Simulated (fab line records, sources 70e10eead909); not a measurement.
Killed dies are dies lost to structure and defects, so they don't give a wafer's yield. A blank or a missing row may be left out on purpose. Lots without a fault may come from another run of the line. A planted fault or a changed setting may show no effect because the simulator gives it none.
A struck lot beside a sound one | flow nand_harc | 14 steps out of a route of 1302
Sound: wafers L574.2, L574.3, L574.5. Struck: wafers L561.3, L561.5, L561.6. The cause comes at the end.
At each step with rows: each side's tool, then ch and its chambers, then its first start. Under that, the readings that differ: sound wafers | struck wafers | difference of the means | sigmas: that difference in standard deviations of wafers without a fault.
alike: readings whose means differ by less than 2 such deviations, and words and numbers that are the same on both sides. not compared: withheld readings, readings that some wafer has no value for, bounds like >300 that may hide the same value, and numbers for which the record gives no deviation and whose values overlap.
The two part at a step that has a row with sigmas, a row that says differs or no value, or rows on one side only. Numbers that don't overlap but have no deviation are shown without sigmas and don't part them. A reading that every wafer of one side lacks parts them only if that side has two wafers or more.

NHARC_P_CONTACT_INSPECT_14:
  sound on defect_inspect-01, day 12 11:52; struck on defect_inspect-02, day 6 22:58
  alike: raw_defect_count
NHARC_P_CONTACT_DESCUM_17: chemistry O2, time 3 s.
  sound on rie_diel-07 ch 0,1, day 12 11:55; struck on rie_diel-12 ch 0,1, day 6 23:02
  alike: drypump_motor_current_A, oes_product_au, rf_vpp_V, showerhead_plenum_p_Torr, throttle_valve_pct
  not compared: rf_hours_counter_h
then, 1 step without rows for these wafers: NHARC_P_CONTACT_ETCH_35 (etches the open film in CF4, target depth 39 nm, time 65 s).
NHARC_P_CONTACT_ETCH_36: etches the open film in N2/H2, target depth 260 nm, time 406.25 s.
  sound on rie_diel-07 ch 0,1,3; struck on rie_diel-12 ch 1,2
  alike: drypump_motor_current_A, oes_product_au, rf_vpp_V, showerhead_plenum_p_Torr, throttle_valve_pct
  not compared: rf_hours_counter_h
NHARC_P_CONTACT_ETCH_18: etches the open film in C4F8/O2/Ar, target depth 481 nm, time 240.5 s.
  sound on rie_diel-07 ch 1,2; struck on rie_diel-12 ch 0,1,2
  alike: oes_product_au, rf_vpp_V
  not compared: rf_hours_counter_h
then, 1 step without rows for these wafers: NHARC_P_CONTACT_STRIP_37 (strips in C4F8/O2/Ar).
NHARC_P_CONTACT_ETCH_31: etches the open film in CH3F/O2, target depth 30 nm, time 85.7 s.
  sound on rie_diel-07 ch 0,1,2; struck on rie_diel-12 ch 0,2
  reading               | sound             | struck            | difference | sigmas
  oes_product_au (a.u.) | 0.974 0.932 0.957 | 0.994 1.002 0.981 | +0.038     | +2
  alike: ch3f_flow_sccm, drypump_motor_current_A, rf_vpp_V, showerhead_plenum_p_Torr, throttle_valve_pct
  not compared: rf_hours_counter_h
NHARC_P_CONTACT_CD_MEAS_19:
  sound on cd_sem-01, day 12 12:48; struck on cd_sem-02, day 7 00:03
  reading    | sound          | struck         | difference | sigmas
  cd_nm (nm) | 87.4 87.3 86.1 | 93.2 93.9 90.1 | +5.5       | +3
then, 2 steps without rows for these wafers: NHARC_P_CONTACT_STRIP_28 (strips in O2); NHARC_P_CONTACT_STRIP_29 (strips in post etch residue remover, time 1200 s).
NHARC_P_CONTACT_DEGAS_38: time 60 s.
  sound on pvd_sputter-02, day 12 13:31; struck on pvd_sputter-02, day 7 00:47
  alike: heater_power_w
then, 1 step without rows for these wafers: NHARC_P_CONTACT_PRE_CLEAN_39 (time 19.5 s).
NHARC_P_CONTACT_PVD_32: deposits Ti, target thk 5 nm, time 17.7 s.
  sound on pvd_sputter-02, day 12 13:38; struck on pvd_sputter-02, day 7 01:21
  alike: throttle_valve_pct
then, 1 step without rows for these wafers: NHARC_P_CONTACT_ALD_22 (deposits TiN, target thk 3 nm, pulse time 1 s, ald cycles 150).

WHERE THEY PART
First at NHARC_P_CONTACT_ETCH_31; last, within this record, at NHARC_P_CONTACT_CD_MEAS_19. Later steps at which nothing parts them and some readings are alike: NHARC_P_CONTACT_DEGAS_38, NHARC_P_CONTACT_PVD_32.

WHY: what the simulator had put in
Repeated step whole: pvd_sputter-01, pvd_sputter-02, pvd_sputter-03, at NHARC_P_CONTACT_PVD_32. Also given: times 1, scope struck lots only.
